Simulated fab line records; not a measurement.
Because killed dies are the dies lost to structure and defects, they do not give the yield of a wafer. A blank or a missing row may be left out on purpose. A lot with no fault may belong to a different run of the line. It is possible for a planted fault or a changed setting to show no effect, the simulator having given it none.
Chamber matching | flow nand-harc | 4 sister chambers for NHARC_A_STAIRCASE_DESCUM_443 on rie-diel-04
The step chemistry O2, time 3 s. 14 wafers are shown with their chamber, then 7 later ones without.

== WAFERS, EACH WITH ITS CHAMBER ==
wafer  | chamber | showerhead-plenum-p-Torr (Torr) | throttle-valve-pct (%) | oes-product-au (a.u.)
L076.3 | 3       | 2.07                            | 11.312                 | 1.014
L076.5 | 2       | 1.96                            | 11.331                 | 1.021
L076.6 | 3       | 2.07                            | 11.313                 | 1.006
L079.4 | 2       | 1.96                            | 11.312                 | 0.988
L079.5 | 1       | 1.84                            | 11.303                 | 0.986
L079.6 | 2       | 1.96                            | 11.306                 | 1.004
L082.2 | 0       | 1.81                            | 11.304                 | 0.998
L082.5 | 0       | 1.81                            | 11.315                 | 0.997
L082.6 | 1       | 1.84                            | 11.275                 | 0.991
L085.2 | 1       | 1.84                            | 11.313                 | 1.002
L085.3 | 3       | 2.06                            | 11.320                 | 1.002
L085.4 | 2       | 1.95                            | 11.301                 | 1.012
L091.1 | 1       | 1.83                            | 11.293                 | 1.013
L091.3 | 3       | 2.05                            | 11.299                 | 1.008

SIGNATURES (means of the wafers above)
reading                  | chamber 0 | chamber 1 | chamber 2 | chamber 3 | scatter within a chamber
showerhead-plenum-p-Torr | 1.8100    | 1.8375    | 1.9575    | 2.0625    | 0.00652
throttle-valve-pct       | 11.30950  | 11.29600  | 11.31250  | 11.31100  | 0.0126
oes-product-au           | 0.99750   | 0.99800   | 1.00625   | 1.00750   | 0.0105
Rule: distance of a wafer from a chamber = root of the sum over the readings of ((wafer's reading minus chamber's mean) / reading's scatter) squared. If the next closest chamber is less than 2 further off than the closest, the wafer can't be placed; otherwise it belongs to the closest. How the scatter is found: for the shown wafers, subtract from each reading the mean of its chamber, square and add these, divide the total by (wafers less chambers), then take the root.

== WAFERS WITHOUT THEIR CHAMBER ==
wafer  | showerhead-plenum-p-Torr (Torr) | throttle-valve-pct (%) | oes-product-au (a.u.)
L091.4 | 1.80                            | 11.314                 | 1.013
L092.1 | 1.95                            | 11.302                 | 0.996
L092.5 | 2.05                            | 11.316                 | 1.009
L092.6 | 1.95                            | 11.305                 | 1.008
L095.1 | 2.05                            | 11.311                 | 1.004
L095.4 | 1.94                            | 11.319                 | 0.995
L095.5 | 1.94                            | 11.314                 | 1.011

== EACH ONE'S CHAMBER ==
wafer  | from the rows above | in truth
L091.4 | 0                   | 0
L092.1 | 2                   | 2
L092.5 | 3                   | 3
L092.6 | 2                   | 2
L095.1 | 3                   | 3
L095.4 | 2                   | 2
L095.5 | 2                   | 2
Correctly placed: 7 of 7. Can't be placed from these rows: 0. Placed wrongly: 0.
